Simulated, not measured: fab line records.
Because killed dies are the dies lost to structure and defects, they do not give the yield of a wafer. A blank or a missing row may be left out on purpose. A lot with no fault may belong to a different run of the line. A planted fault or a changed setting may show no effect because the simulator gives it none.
Code-filled problem report in 8D (eight disciplines) form | flow n5 finfet | the parts of the form that need people (team, actions taken, sign-off) are left out

== 1. THE ISSUE ==
Wafers with no fault read 835.9 W with a standard deviation of 2.8, whereas rf fwd power W at N5_BEOL_M6_ETCH_66 reads a mean of 634.2 W on 1 wafer of 1 lot. That is -72 standard deviations from the usual mean.
The step: etches SOC in N2/H2, target depth 80 nm, overetch 16 nm, time 120 s.
Seen first at day 11 20:08 on rie diel-04, wafer L224.4. At this step, 30 wafers from 11 lots have a number in the record. The rule behind "out" and "out of limits": a value lying over 4 standard deviations away from the usual mean. The other wafers with a number count as sound.

== 2. WHAT THIS IS AND IS NOT ==
question                    | is                       | is not
which readings at this step | rf fwd power W, rf vpp V | drypump motor current A, n2 flow sccm, oes product au, showerhead plenum p Torr, temp c, throttle valve pct
which lots                  | L224                     | L214, L215, L216, L218, L219, L222, L232, L233, L234, L235
which wafers of those lots  | L224.4                   | L224.2, L224.5
read on which tools         | rie diel-04              | rie diel-02, rie diel-03
when                        | from day 11 20:08        | up to then (18 sound wafers); but 11 sound wafers of L232, L233, L234, L235 came after

== 3. THE SUSPECTS, EACH WITH WHAT RULES IT OUT ==
Counting: if a tool at a process step up to the reading ran every lot that is out, it stays a suspect. Sound lots after the first of them don't rule it out here, since some wafers of a struck lot are sound.
- rie diel-04 at N5_BEOL_M6_ETCH_66 (etches SOC in N2/H2, target depth 80 nm, overetch 16 nm, time 120 s): kept. It ran the lot that is out, L224 (day 11 20:08); its last sound lot up to then is L222 (day 10 20:44). Its own readings are out on those wafers: rf fwd power W, rf vpp V.
- At N5_BEOL_M6_ETCH_66 on rie diel-04, chamber 1 took the sound wafers of the same lots and chamber 2 took the wafers that are out.
Left after counting: rie diel-04 at N5_BEOL_M6_ETCH_66.

== 4. THE CAUSE (what the simulator had put in) ==
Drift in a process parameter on rie diel-04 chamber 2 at N5_BEOL_M6_ETCH_66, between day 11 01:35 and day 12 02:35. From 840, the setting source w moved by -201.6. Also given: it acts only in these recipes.
This tool alone remained once counting was done.

== 5. THE EFFECT CHAIN, in route order ==
Each row: a reading where the mean over the struck wafers with a number is more than 3 standard deviations away from the usual. Only readings whose record carries a usual standard deviation are examined. hours: median over the lots of the time between each lot's start at the first step of this table that gives one and its start at this step. sigmas: the change, counted in usual standard deviations.
hours | step               | reading        | usual   | on struck wafers | change | sigmas
0     | N5_BEOL_M6_ETCH_66 | rf fwd power W | 835.9 W | 634.2            | -201.7 | -72
0     | N5_BEOL_M6_ETCH_66 | rf vpp V       | 523.1 V | 573.3            | +50.2  | +23
Process steps it contains:
- N5_BEOL_M6_ETCH_66: etches SOC in N2/H2, target depth 80 nm, overetch 16 nm, time 120 s.

== 6. HOW IT WOULD HAVE BEEN CAUGHT EARLIER ==
In this record no reading fell out of limits until day 11 20:08, 19 hours after the fault had begun at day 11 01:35.
